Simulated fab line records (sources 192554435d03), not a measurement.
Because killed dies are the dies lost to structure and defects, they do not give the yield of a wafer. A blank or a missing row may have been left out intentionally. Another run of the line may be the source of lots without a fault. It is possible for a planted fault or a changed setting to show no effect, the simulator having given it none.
Chamber matching | flow n5-finfet | N5_BEOL_M9_VIA_ETCH_34 on rie-diel-01: 4 sister chambers
The step etches SiCOH lowk in C4F6/O2, target depth 182.4 nm, time 68.4 s. 18 wafers are shown with their chamber, then 9 later ones without.

## WAFERS PAIRED WITH THEIR CHAMBERS
wafer  | chamber | rf-vpp-V (V) | showerhead-plenum-p-Torr (Torr) | throttle-valve-pct (%)
L076.1 | 2       | 668          | 2.84                            | 20.95
L076.4 | 0       | 665          | 2.78                            | 20.47
L076.6 | 2       | 666          | 2.83                            | 20.94
L079.3 | 0       | 664          | 2.78                            | 20.50
L079.5 | 1       | 645          | 2.73                            | 20.86
L079.6 | 2       | 666          | 2.83                            | 20.96
L081.3 | 2       | 667          | 2.83                            | 20.97
L081.4 | 0       | 664          | 2.78                            | 20.52
L081.5 | 0       | 664          | 2.78                            | 20.51
L080.2 | 0       | 664          | 2.77                            | 20.50
L080.3 | 2       | 666          | 2.83                            | 20.97
L080.4 | 3       | 689          | 2.74                            | 20.94
L085.1 | 2       | 667          | 2.83                            | 20.98
L085.3 | 1       | 647          | 2.73                            | 20.87
L085.4 | 3       | 688          | 2.74                            | 20.95
L086.1 | 1       | 648          | 2.73                            | 20.87
L086.2 | 2       | 667          | 2.83                            | 20.99
L086.4 | 0       | 664          | 2.77                            | 20.52

SIGNATURES, as means of the wafers listed above
reading                  | chamber 0 | chamber 1 | chamber 2 | chamber 3 | scatter within a chamber
rf-vpp-V                 | 664.17    | 646.67    | 666.71    | 688.50    | 0.821
showerhead-plenum-p-Torr | 2.7767    | 2.7300    | 2.8314    | 2.7400    | 0.00396
throttle-valve-pct       | 20.5033   | 20.8667   | 20.9657   | 20.9450   | 0.0161
Rule: a wafer's distance from a chamber is the root of the sum, over the readings, of the square of ((its reading less the chamber's mean) divided by the reading's scatter). The wafer belongs to the nearest chamber; if the next one is less than 2 further off, it can't be placed. The scatter: take each reading less its chamber's mean, square it, sum over the shown wafers, divide by the number of wafers less the number of chambers, and take the root.

## WAFERS WHOSE CHAMBER IS MISSING
wafer  | rf-vpp-V (V) | showerhead-plenum-p-Torr (Torr) | throttle-valve-pct (%)
L088.1 | 664          | 2.77                            | 20.53
L088.3 | 688          | 2.74                            | 20.96
L088.4 | 667          | 2.82                            | 20.98
L093.3 | 645          | 2.72                            | 20.90
L093.4 | 666          | 2.82                            | 20.99
L093.5 | 687          | 2.73                            | 20.98
L097.2 | 663          | 2.76                            | 20.55
L097.3 | 688          | 2.73                            | 20.98
L097.4 | 687          | 2.73                            | 20.99

## CHAMBER TAKEN BY EACH
wafer  | from the rows above | in truth
L088.1 | 0                   | 0
L088.3 | 3                   | 3
L088.4 | 2                   | 2
L093.3 | 1                   | 1
L093.4 | 2                   | 2
L093.5 | 3                   | 3
L097.2 | 0                   | 0
L097.3 | 3                   | 3
L097.4 | 3                   | 3
9 of 9 placed correctly. Number that these rows cannot place: 0. Number placed wrongly: 0.
